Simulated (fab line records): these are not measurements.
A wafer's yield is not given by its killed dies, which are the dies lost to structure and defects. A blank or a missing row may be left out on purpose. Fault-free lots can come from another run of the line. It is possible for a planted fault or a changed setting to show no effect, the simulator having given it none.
Code-filled problem report in 8D (eight disciplines) form    flow n5 finfet    the parts of the form that need people (team, actions taken, sign-off) are left out

1. PROBLEM STATEMENT
Mean of lamp_zone_7_pct at N5_HKMG_FIN_HK_ANNEAL_02: 9.649 % across 6 wafers in 2 lots; on wafers with no fault it is 9.194 % (standard deviation 0.011). Measured from the usual mean, that is +41 standard deviations.
The step: time 30 s.
Seen first at day 6 10:50 on rtp anneal-02, wafer L265.2. Wafers with a number at this step in the record: 27, from 9 lots. The rule behind "out" and "out of limits": a value lying over 4 standard deviations away from the usual mean. All remaining wafers that have a number are taken as sound.

2. WHAT IT IS AND WHAT IT IS NOT
question                     is                                                                                                                                     is not
which readings at this step  lamp_zone_7_pct, lamp power pct, lamp_zone_1_pct, lamp_zone_2_pct, lamp_zone_3_pct, lamp_zone_4_pct, lamp_zone_5_pct, lamp_zone_6_pct  -
which lots                   L265, L266                                                                                                                             L255, L256, L257, L275, L276, L277, L278
which wafers of those lots   all that have a number                                                                                                                 -
read on which tools          rtp anneal-02                                                                                                                          rtp anneal-01
when                         from day 6 10:50                                                                                                                       up to then (9 sound wafers); but 12 sound wafers of L275, L276, L277, L278 came after

3. WHAT RULES OUT EACH SUSPECT
Counting: a tool at a process step up to the reading stays a suspect if it ran every lot that is out and no sound lot after the first of them.
- rie si-02 at N5_SDB_CUT_ETCH_26 (etches Si in HBr/Cl2/O2, target depth 129.6 nm, bt time 20 s, time 51.8 s): ruled out as a lasting fault. The sound lots L276, L278 went through it after L265, its earliest lot that is out (day 6 06:41).
- rtp anneal-02 at N5_HKMG_FIN_HK_ANNEAL_02 (time 30 s): ruled out as a lasting fault. The sound lots L276, L277 went through it after L265, its earliest lot that is out (day 6 10:50).
Left after counting: nothing in the record.

4. THE CAUSE (what the simulator had put in)
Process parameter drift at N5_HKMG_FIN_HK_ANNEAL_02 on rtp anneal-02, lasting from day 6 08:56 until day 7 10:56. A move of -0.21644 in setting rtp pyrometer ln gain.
Counting ruled it out, wrongly.

5. THE EFFECT CHAIN, in route order
One row per reading whose mean, taken over the struck wafers that have a number, lies over 3 standard deviations from the usual. Readings are gone through only where the record gives a usual standard deviation; hours: the median, over the lots, of the time from a lot's start at the first step in this table giving one to that lot's start at this step; sigmas: the change measured in usual standard deviations.
hours  step                      reading          usual    on struck wafers  change  sigmas
0      N5_HKMG_FIN_HK_ANNEAL_02  lamp power pct   8.81 %   9.25              +0.44   +8.2
0      N5_HKMG_FIN_HK_ANNEAL_02  lamp_zone_1_pct  8.798 %  9.236             +0.438  +40
0      N5_HKMG_FIN_HK_ANNEAL_02  lamp_zone_2_pct  8.798 %  9.230             +0.432  +39
0      N5_HKMG_FIN_HK_ANNEAL_02  lamp_zone_3_pct  8.799 %  9.230             +0.431  +33
0      N5_HKMG_FIN_HK_ANNEAL_02  lamp_zone_4_pct  8.794 %  9.233             +0.439  +37
0      N5_HKMG_FIN_HK_ANNEAL_02  lamp_zone_5_pct  8.797 %  9.234             +0.437  +40
0      N5_HKMG_FIN_HK_ANNEAL_02  lamp_zone_6_pct  8.725 %  9.152             +0.427  +36
0      N5_HKMG_FIN_HK_ANNEAL_02  lamp_zone_7_pct  9.194 %  9.649             +0.455  +41
Here are the process steps it includes:
- N5_HKMG_FIN_HK_ANNEAL_02: time 30 s.
At these later measuring or inspecting steps, every struck wafer for which the step has a row has a number for every such reading, and none has moved that far: N5_HKMG_FIN_OVL_MEAS_50, N5_BEOL_M4_RC_MEAS_101.

6. HOW IT WOULD HAVE BEEN CAUGHT EARLIER
The fault began at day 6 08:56; the first out-of-limits reading in this record came at day 6 10:50, 2 hours later.
